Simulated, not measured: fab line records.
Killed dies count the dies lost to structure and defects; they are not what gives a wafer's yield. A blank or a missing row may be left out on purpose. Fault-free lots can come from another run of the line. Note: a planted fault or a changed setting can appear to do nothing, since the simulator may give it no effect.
Matching of chambers + flow n5_finfet + 4 sister chambers for N5_FIN_CUT_CUT_ETCH_26 on rie_diel-04
The step etches SiNx in CH3F/O2, target depth 39 nm, time 55.7 s. 22 wafers are shown with their chamber, then 11 later ones without.

== WAFERS WITH THEIR CHAMBER ==
| wafer  | chamber | drypump_motor_current_A (A) | showerhead_plenum_p_Torr (Torr) | throttle_valve_pct (%) |
|--------|---------|-----------------------------|---------------------------------|------------------------|
| L075.1 | 0       | 5.4                         | 2.10                            | 16.44                  |
| L075.3 | 2       | 6.1                         | 1.99                            | 16.46                  |
| L075.6 | 1       | 5.4                         | 2.07                            | 16.62                  |
| L080.1 | 3       | 6.8                         | 1.91                            | 16.18                  |
| L080.3 | 2       | 6.1                         | 1.98                            | 16.49                  |
| L080.5 | 1       | 5.4                         | 2.07                            | 16.65                  |
| L081.1 | 0       | 5.4                         | 2.10                            | 16.46                  |
| L081.2 | 1       | 5.4                         | 2.07                            | 16.64                  |
| L081.5 | 3       | 6.7                         | 1.91                            | 16.16                  |
| L082.1 | 1       | 5.4                         | 2.07                            | 16.67                  |
| L082.5 | 1       | 5.4                         | 2.07                            | 16.65                  |
| L082.6 | 2       | 6.1                         | 1.98                            | 16.49                  |
| L083.4 | 1       | 5.4                         | 2.07                            | 16.65                  |
| L083.5 | 0       | 5.4                         | 2.10                            | 16.48                  |
| L083.6 | 1       | 5.4                         | 2.07                            | 16.66                  |
| L085.2 | 0       | 5.4                         | 2.09                            | 16.47                  |
| L085.4 | 2       | 6.1                         | 1.98                            | 16.51                  |
| L085.6 | 2       | 6.1                         | 1.98                            | 16.50                  |
| L089.2 | 3       | 6.8                         | 1.90                            | 16.21                  |
| L089.3 | 0       | 5.3                         | 2.09                            | 16.48                  |
| L089.5 | 1       | 5.4                         | 2.06                            | 16.65                  |
| L090.3 | 3       | 6.8                         | 1.90                            | 16.20                  |

SIGNATURES (averages over the wafers above)
| reading                  | chamber 0 | chamber 1 | chamber 2 | chamber 3 | scatter within a chamber |
|--------------------------|-----------|-----------|-----------|-----------|--------------------------|
| drypump_motor_current_A  | 5.380     | 5.400     | 6.100     | 6.775     | 0.0293                   |
| showerhead_plenum_p_Torr | 2.0960    | 2.0687    | 1.9820    | 1.9050    | 0.00464                  |
| throttle_valve_pct       | 16.4660   | 16.6487   | 16.4900   | 16.1875   | 0.0175                   |
Rule: for each reading, subtract the chamber's mean from the wafer's reading, divide by that reading's scatter and square the result; add these up over the readings and take the root, which gives the wafer's distance from the chamber. If the next closest chamber is less than 2 further off than the closest, the wafer can't be placed; otherwise it belongs to the closest. The scatter: the root of (the sum of the squares of (reading less its chamber's mean) over the shown wafers, divided by (wafers less chambers)).

== WAFERS WITHOUT THEIR CHAMBER ==
| wafer  | drypump_motor_current_A (A) | showerhead_plenum_p_Torr (Torr) | throttle_valve_pct (%) |
|--------|-----------------------------|---------------------------------|------------------------|
| L090.4 | 5.3                         | 2.09                            | 16.50                  |
| L090.5 | 5.4                         | 2.06                            | 16.67                  |
| L092.2 | 5.4                         | 2.09                            | 16.51                  |
| L092.3 | 6.8                         | 1.90                            | 16.22                  |
| L092.5 | 5.4                         | 2.06                            | 16.70                  |
| L093.1 | 5.4                         | 2.06                            | 16.67                  |
| L093.4 | 5.4                         | 2.09                            | 16.52                  |
| L093.6 | 6.7                         | 1.90                            | 16.23                  |
| L097.2 | 6.1                         | 1.98                            | 16.54                  |
| L097.3 | 6.7                         | 1.90                            | 16.25                  |
| L097.4 | 5.4                         | 2.06                            | 16.25                  |

== WHICH CHAMBER EACH ONE RAN IN ==
| wafer  | from the rows above | in truth                   |
|--------|---------------------|----------------------------|
| L090.4 | 0                   | 0                          |
| L090.5 | 1                   | 1                          |
| L092.2 | 0                   | 0                          |
| L092.3 | 3                   | 3                          |
| L092.5 | 1                   | 1                          |
| L093.1 | 1                   | 1                          |
| L093.4 | 0                   | 0                          |
| L093.6 | 3                   | 3                          |
| L097.2 | 2                   | 2                          |
| L097.3 | 3                   | 3                          |
| L097.4 | 0                   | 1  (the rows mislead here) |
Correctly placed: 10 of 11. From these rows, 0 cannot be placed. 1 placed wrongly.
